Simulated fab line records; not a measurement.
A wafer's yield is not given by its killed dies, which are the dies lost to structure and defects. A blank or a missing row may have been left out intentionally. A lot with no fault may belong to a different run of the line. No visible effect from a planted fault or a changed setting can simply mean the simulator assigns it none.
Chamber matching | flow nand_harc | 4 sister chambers for NHARC_A_STAIRCASE_CMP_472 on cmp-03
The step polishes SiO2. 14 wafers are shown with their chamber, then 7 later ones without.

WAFERS WITH THEIR CHAMBER
wafer  | chamber | motor_current_A (A)
L078.3 | 3       | 12.8
L078.4 | 2       | 11.4
L078.6 | 0       | 15.1
L088.1 | 1       | 13.3
L088.2 | 0       | 14.7
L088.4 | 3       | 13.4
L085.2 | 0       | 15.0
L085.5 | 2       | 11.9
L085.6 | 3       | 12.7
L086.1 | 1       | 13.1
L086.3 | 0       | 14.8
L086.5 | 3       | 12.9
L087.1 | 1       | 13.1
L087.2 | 0       | 15.3

SIGNATURES (means of the wafers above)
reading         | chamber 0 | chamber 1 | chamber 2 | chamber 3 | scatter within a chamber
motor_current_A | 14.980    | 13.167    | 11.650    | 12.950    | 0.259
Rule: a wafer's distance from a chamber is the root of the sum, over the readings, of the square of ((its reading less the chamber's mean) divided by the reading's scatter). The wafer belongs to the nearest chamber; if the next one is less than 2 further off, it can't be placed. The scatter is the square root of a quotient: the sum, over the shown wafers, of each reading's squared deviation from its chamber's mean, divided by wafers minus chambers.

WAFERS WITHOUT THEIR CHAMBER
wafer  | motor_current_A (A)
L087.3 | 12.5
L090.1 | 13.8
L090.3 | 12.8
L090.5 | 15.2
L092.1 | 13.7
L092.3 | 12.7
L092.4 | 14.5

EACH ONE'S CHAMBER
wafer  | from the rows above          | in truth
L087.3 | can't be placed: 3 or 1 or 2 | 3
L090.1 | can't be placed: 1 or 3      | 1
L090.3 | can't be placed: 3 or 1      | 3
L090.5 | 0                            | 0
L092.1 | can't be placed: 1 or 3      | 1
L092.3 | can't be placed: 3 or 1      | 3
L092.4 | 0                            | 0
Correct placement for 2 of the 7. Can't be placed from these rows: 5 (the true chamber is among the candidates in 5). Number placed wrongly: 0.
